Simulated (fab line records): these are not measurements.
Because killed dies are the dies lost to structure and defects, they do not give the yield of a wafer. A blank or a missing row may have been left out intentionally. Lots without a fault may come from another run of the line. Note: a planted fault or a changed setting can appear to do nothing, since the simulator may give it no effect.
Which of the tools did it? | flow n5Finfet | Sampling: 10 lots, 28 wafers, 5 of 1938 route steps

== WHAT THE GAUGES SHOWED, per wafer ==
N5_BEOL_M0_SAQP_INSPECT_42: inspects for defects (brightfield). Usual: rawDefectCount reads 304 (standard deviation 78).
lot  | measured     | on               | rawDefectCount | flag
L332 | day 6 01:19  | defectInspect-01 | 256 403 324    | 
L334 | day 6 08:26  | defectInspect-02 | 386 430 608    | 
L337 | day 7 05:08  | defectInspect-02 | 459 496 321    | 
L340 | day 7 22:26  | defectInspect-02 | 411 302 241    | 
L341 | day 8 02:19  | defectInspect-02 | 246 302        | 
L344 | day 9 04:10  | defectInspect-01 | 398 334        | 
L347 | day 9 17:09  | defectInspect-02 | 256 187 288    | 
L349 | day 10 06:02 | defectInspect-01 | 339 231 390    | 
L350 | day 10 15:49 | defectInspect-02 | 159 161 338    | 
L352 | day 11 05:29 | defectInspect-02 | 386 355 348    | 

N5_BEOL_M4_RC_MEAS_101. Usual: DIBL_N 36.3 mV/V, standard deviation 2.2; DIBL_P 36.0 mV/V, standard deviation 2.4; IOFF_N 0.16 nA/um, standard deviation 0.042; IOFF_P 0.22 nA/um, standard deviation 0.041; ION_N 672 uA/um, standard deviation 14; ION_P 462 uA/um, standard deviation 7.9; SS_N 71.7 mV/dec, standard deviation 0.76; SS_P 73.3 mV/dec, standard deviation 0.72; VT_N 250 mV, standard deviation 3.6; VT_P -249 mV, standard deviation 3.
lot  | measured     | on        | DIBL_N (mV/V)  | DIBL_P (mV/V)  | IOFF_N (nA/um) | IOFF_P (nA/um) | ION_N (uA/um) | ION_P (uA/um) | SS_N (mV/dec)  | SS_P (mV/dec)  | VT_N (mV)   | VT_P (mV)      | flag
L332 | day 8 07:45  | prober-02 | 37.1 35.7 38.0 | 36.6 36.3 37.9 | 0.18 0.15 0.20 | 0.24 0.24 0.27 | 673 667 679   | 467 466 463   | 71.0 71.5 72.0 | 73.4 73.0 73.9 | 251 252 244 | -249 -246 -244 | 
L334 | day 8 12:30  | prober-01 | 34.9 34.7 34.9 | 34.5 34.2 34.7 | 0.14 0.14 0.15 | 0.20 0.20 0.20 | 668 670 678   | 463 463 467   | 72.2 71.0 71.4 | 73.3 73.2 73.4 | 249 249 247 | -248 -250 -246 | 
L337 | day 9 13:12  | prober-01 | 32.6 35.4 35.2 | 30.9 35.6 34.7 | 0.10 0.16 0.14 | 0.14 0.20 0.18 | 651 671 661   | 450 460 454   | 71.1 71.6 72.3 | 71.5 72.7 72.0 | 256 248 248 | -253 -250 -250 | 
L340 | day 9 21:14  | prober-01 | 36.6 35.3 34.7 | 36.9 34.9 34.5 | 0.16 0.14 0.12 | 0.21 0.18 0.17 | 660 674 661   | 459 457 461   | 71.6 71.3 71.5 | 73.5 73.5 72.8 | 250 252 255 | -249 -254 -252 | 
L341 | day 10 06:37 | prober-02 | 39.1 39.7      | 38.1 37.4      | 0.20 0.20      | 0.26 0.23      | 678 680       | 465 461       | 72.0 72.5      | 73.9 73.3      | 246 249     | -249 -248      | 
L344 | day 11 12:16 | prober-02 | 35.6 35.8      | 35.2 34.2      | 0.14 0.12      | 0.22 0.20      | 661 643       | 463 445       | 71.7 72.1      | 73.7 73.2      | 252 255     | -248 -250      | 
L347 | day 12 21:29 | prober-01 | 38.7 36.1 37.1 | 37.8 35.1 34.7 | 0.20 0.13 0.14 | 0.27 0.21 0.22 | 682 671 649   | 466 471 452   | 72.4 70.9 72.4 | 74.4 72.9 73.1 | 246 253 254 | -247 -249 -250 | 
L349 | day 13 06:53 | prober-01 | 35.3 35.4 38.4 | 33.0 32.8 37.0 | 0.13 0.14 0.21 | 0.18 0.19 0.25 | 679 667 696   | 469 457 479   | 70.9 71.1 71.5 | 73.2 73.2 73.8 | 254 252 247 | -253 -255 -248 | 
L350 | day 14 01:11 | prober-01 | 37.3 38.0 33.8 | 39.3 39.8 34.4 | 0.20 0.21 0.12 | 0.30 0.31 0.19 | 689 692 661   | 482 476 460   | 70.9 72.5 70.5 | 74.7 74.0 72.2 | 244 245 252 | -241 -244 -249 | 
L352 | day 15 06:28 | prober-01 | 33.2 34.1 33.4 | 34.8 35.7 34.9 | 0.14 0.15 0.14 | 0.19 0.19 0.20 | 674 685 672   | 468 470 465   | 70.5 71.1 71.2 | 72.9 72.8 72.7 | 251 249 250 | -251 -251 -250 | 

== TOOL THAT RAN EACH LOT (tool first, then ch and the chambers of the sampled wafers, then the start) ==
lot  | N5_BEOL_M0_SAQP_MANDREL2_REMOVE_110 | N5_BEOL_M0_SAQP_ETCH_73           | N5_BEOL_M0_SAQP_ETCH_49
L332 | rieSi-03 ch 1,3, day 6 00:41        | rieDiel-06 ch 0,3, day 6 01:25    | rieDiel-06 ch 2,3, day 6 02:10
L334 | rieSi-04 ch 2,3, day 6 07:56        | rieDiel-04 ch 0,1,2, day 6 08:32  | rieDiel-02 ch 1,3, day 6 09:31
L337 | rieSi-02 ch 0,1, day 7 04:31        | rieDiel-04 ch 0,1,2, day 7 05:27  | rieDiel-04 ch 0,2, day 7 06:13
L340 | rieSi-04 ch 0,1, day 7 21:49        | rieDiel-04 ch 0,2, day 7 22:45    | rieDiel-06 ch 0,1, day 7 23:31
L341 | rieSi-03 ch 0,1, day 8 01:51        | rieDiel-04 ch 0,3, day 8 02:28    | rieDiel-02 ch 1,2, day 8 03:20
L344 | rieSi-04 ch 0,1, day 9 03:42        | rieDiel-04 ch 2,3, day 9 04:32    | rieDiel-06 ch 1,2, day 9 05:20
L347 | rieSi-03 ch 1,2,3, day 9 16:39      | rieDiel-02 ch 2,3, day 9 18:00    | rieDiel-02 ch 0,1,2, day 9 18:48
L349 | rieSi-04 ch 1,2,3, day 10 05:32     | rieDiel-02 ch 0,1,2, day 10 06:14 | rieDiel-06 ch 2,3, day 10 06:59
L350 | rieSi-04 ch 0,2,3, day 10 15:19     | rieDiel-02 ch 0,1,3, day 10 15:54 | rieDiel-04 ch 0,1,2, day 10 16:40
L352 | rieSi-03 ch 0,2,3, day 11 04:59     | rieDiel-06 ch 1,3, day 11 05:46   | rieDiel-02 ch 0,1, day 11 06:39
- N5_BEOL_M0_SAQP_MANDREL2_REMOVE_110: chemistry HBr/Cl2/O2, target a-Si, stops on SiCN, bt time 10 s.
- N5_BEOL_M0_SAQP_ETCH_73: etches SiARC in CF4, target depth 19.5 nm, time 32.5 s.
- N5_BEOL_M0_SAQP_ETCH_49: etches SiO2 in CF4/O2, target depth 37 nm.

== AS READ BY THE TOOLS THEMSELVES (means over the sampled wafers that have a number; for cases with no such wafer, the mark the record gives instead) ==
N5_BEOL_M0_SAQP_MANDREL2_REMOVE_110. Usual: drypumpMotorCurrentA 5.7 A, standard deviation 0.45; oesProductAu 0.994 a.u., standard deviation 0.012; throttleValvePct 36.65 %, standard deviation 0.21.
lot  | tool     | drypumpMotorCurrentA (A) | oesProductAu (a.u.) | throttleValvePct (%) | flag
L332 | rieSi-03 | 5.9                      | 1.011               | 36.76                | 
L334 | rieSi-04 | 5.7                      | 0.990               | 36.56                | 
L337 | rieSi-02 | 6.3                      | 1.006               | 36.54                | 
L340 | rieSi-04 | 5.5                      | 0.988               | 36.70                | 
L341 | rieSi-03 | 6.0                      | 0.982               | 36.79                | 
L344 | rieSi-04 | 5.6                      | 0.988               | 36.67                | 
L347 | rieSi-03 | 5.5                      | 1.009               | 36.66                | 
L349 | rieSi-04 | 5.8                      | 0.996               | 36.56                | 
L350 | rieSi-04 | 5.6                      | 0.992               | 36.61                | 
L352 | rieSi-03 | 5.5                      | 0.996               | 36.60                | 

N5_BEOL_M0_SAQP_ETCH_73. Usual: value, then standard deviation, for each; drypumpMotorCurrentA 5.5 A / 0.5; etchRfOnTimeS 32.5 s / 0.7; mfcArSccm 100.01 sccm / 0.3; oesProductAu 0.68 a.u. / 0.065; rfVppV 184.3 V / 0.97; showerheadPlenumPTorr 2.17 Torr / 0.046; throttleValvePct 15.60 % / 0.13.
lot  | tool       | drypumpMotorCurrentA (A) | etchRfOnTimeS (s) | mfcArSccm (sccm) | oesProductAu (a.u.) | rfVppV (V) | showerheadPlenumPTorr (Torr) | throttleValvePct (%) | flag
L332 | rieDiel-06 | 5.8                      | 32.1              | 99.80            | 0.59                | 182.9      | 2.11                         | 15.67                | 
L334 | rieDiel-04 | 5.4                      | 31.9              | 99.84            | 0.71                | 184.9      | 2.17                         | 15.59                | 
L337 | rieDiel-04 | 5.4                      | 32.1              | 100.12           | 0.69                | 183.9      | 2.16                         | 15.60                | 
L340 | rieDiel-04 | 5.0                      | 31.9              | 99.99            | 0.72                | 184.2      | 2.12                         | 15.67                | 
L341 | rieDiel-04 | 5.2                      | 26.2              | 100.03           | 0.81                | 184.0      | 2.17                         | 15.52                | OFF
L344 | rieDiel-04 | 5.2                      | 26.4              | 99.96            | 0.83                | 183.9      | 2.13                         | 15.61                | OFF
L347 | rieDiel-02 | 5.5                      | 32.9              | 100.05           | 0.69                | 185.1      | 2.21                         | 15.49                | 
L349 | rieDiel-02 | 5.8                      | 33.1              | 99.94            | 0.67                | 183.2      | 2.15                         | 15.66                | 
L350 | rieDiel-02 | 5.4                      | 32.9              | 100.28           | 0.63                | 184.2      | 2.15                         | 15.65                | 
L352 | rieDiel-06 | 6.0                      | 31.8              | 100.34           | 0.72                | 184.1      | 2.13                         | 15.52                | 

N5_BEOL_M0_SAQP_ETCH_49. Usual: drypumpMotorCurrentA 5.5 A, standard deviation 0.49; mfcArSccm 99.9 sccm, standard deviation 0.32; oesProductAu 0.78 a.u., standard deviation 0.077; rfVppV 241 V, standard deviation 3.6; showerheadPlenumPTorr 2.23 Torr, standard deviation 0.048; throttleValvePct 15.88 %, standard deviation 0.17.
lot  | tool       | drypumpMotorCurrentA (A) | mfcArSccm (sccm) | oesProductAu (a.u.) | rfVppV (V) | showerheadPlenumPTorr (Torr) | throttleValvePct (%) | flag
L332 | rieDiel-06 | 6.0                      | 100.1            | 0.74                | 241        | 2.19                         | 16.04                | 
L334 | rieDiel-02 | 5.2                      | 100.0            | 0.78                | 241        | 2.26                         | 15.70                | 
L337 | rieDiel-04 | 5.1                      | 100.0            | 0.83                | 243        | 2.21                         | 15.84                | 
L340 | rieDiel-06 | 5.3                      | 99.9             | 0.74                | 238        | 2.26                         | 15.98                | 
L341 | rieDiel-02 | 6.0                      | 100.3            | 0.88                | 242        | 2.24                         | 15.78                | 
L344 | rieDiel-06 | 5.7                      | 100.2            | 0.75                | 242        | 2.25                         | 16.11                | 
L347 | rieDiel-02 | 5.8                      | 100.0            | 0.81                | 241        | 2.22                         | 15.90                | 
L349 | rieDiel-06 | 5.9                      | 99.9             | 0.80                | 241        | 2.18                         | 15.94                | 
L350 | rieDiel-04 | 5.4                      | 99.8             | 0.79                | 242        | 2.22                         | 15.90                | 
L352 | rieDiel-02 | 5.6                      | 100.0            | 0.74                | 239        | 2.19                         | 15.93                | 

== THE ANSWER, worked out from the rows above alone ==
Rule: take the mean of a lot's wafers that have a number; if it is more than 3 standard deviations from the usual mean, the lot is off. Also off: a lot with no number at a reading for which 4 or more lots have one. All remaining lots with rows at the step are treated as sound. First the gauges in route order, then the tools' own readings, where a lot's mean is used as printed above. The first step at which some lot is off is used, and at that step the reading that is off furthest; a lot without a number counts as furthest.
Off at N5_BEOL_M0_SAQP_ETCH_73 (etchRfOnTimeS): L341, L344.
A tool fits if, at that step or a process step before it, it ran every lot that is off, and no sound lot after the first of them. One fits: N5_BEOL_M0_SAQP_ETCH_73 on rieDiel-04. Its last sound lot is L340 (day 7 22:45), its first lot that is off L341 (day 8 02:28): a fault that began between those two fits.
The tool's own readings at N5_BEOL_M0_SAQP_ETCH_73 bear it out: on the lots that are off they differ by more than 5 times the standard deviation of the sound lots' means. etchRfOnTimeS reads 26.3 s there against 32.3 s on the sound lots.

== WHAT THE SIMULATOR PUT IN ==
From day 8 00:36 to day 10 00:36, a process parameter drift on rieDiel-04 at N5_BEOL_M0_SAQP_ETCH_73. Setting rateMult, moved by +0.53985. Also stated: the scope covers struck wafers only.
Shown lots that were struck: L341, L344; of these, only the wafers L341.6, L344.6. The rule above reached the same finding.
